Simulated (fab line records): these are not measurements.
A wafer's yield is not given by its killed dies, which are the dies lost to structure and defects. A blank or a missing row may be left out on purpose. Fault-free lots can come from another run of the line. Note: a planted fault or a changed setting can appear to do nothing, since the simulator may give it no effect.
Matching of chambers / flow n5Finfet / N5_BEOL_M5_CURE_80 on uvCure-02 has 3 sister chambers
The step cures SiCOH lowk, time 120 s. 3 wafers are shown with their chamber, then 10 later ones without.

WAFERS PAIRED WITH THEIR CHAMBERS
wafer=L079.4 chamber=1 wafer_temp_C_max=372.0
wafer=L086.4 chamber=2 wafer_temp_C_max=371.2
wafer=L093.2 chamber=0 wafer_temp_C_max=372.6

WAFERS WHOSE CHAMBER IS MISSING
wafer=L093.6 wafer_temp_C_max=371.8
wafer=L093.3 wafer_temp_C_max=371.9
wafer=L093.4 wafer_temp_C_max=372.1
wafer=L093.5 wafer_temp_C_max=371.8
wafer=L095.1 wafer_temp_C_max=371.1
wafer=L095.3 wafer_temp_C_max=371.8
wafer=L095.4 wafer_temp_C_max=371.6
wafer=L097.3 wafer_temp_C_max=371.9
wafer=L097.4 wafer_temp_C_max=371.6
wafer=L097.6 wafer_temp_C_max=372.0

EACH ONE'S CHAMBER
wafer=L093.6; from the rows above=can't be placed: 1 or 2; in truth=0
wafer=L093.3; from the rows above=1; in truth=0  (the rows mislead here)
wafer=L093.4; from the rows above=can't be placed: 1 or 0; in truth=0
wafer=L093.5; from the rows above=can't be placed: 1 or 2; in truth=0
wafer=L095.1; from the rows above=2; in truth=2
wafer=L095.3; from the rows above=can't be placed: 1 or 2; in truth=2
wafer=L095.4; from the rows above=can't be placed: 1 or 2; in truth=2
wafer=L097.3; from the rows above=1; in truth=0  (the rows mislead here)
wafer=L097.4; from the rows above=can't be placed: 1 or 2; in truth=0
wafer=L097.6; from the rows above=1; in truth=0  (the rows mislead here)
Correct placement for 1 of the 10. Unplaceable from these rows: 6, with the true chamber sitting among the candidates in 3. Wrongly placed: 3.
How it was worked out, from the rows above alone: a wafer's distance from a chamber is the root of the sum, over the readings, of the square of ((its reading less the chamber's mean) divided by the reading's scatter). The wafer belongs to the nearest chamber; if the next one is less than 2 further off, it can't be placed. Each chamber's mean is taken over the wafers shown for it. The scatter (one wafer shown for each chamber): square how far every hidden wafer sits from the nearest shown wafer, average those squares and take the square root.
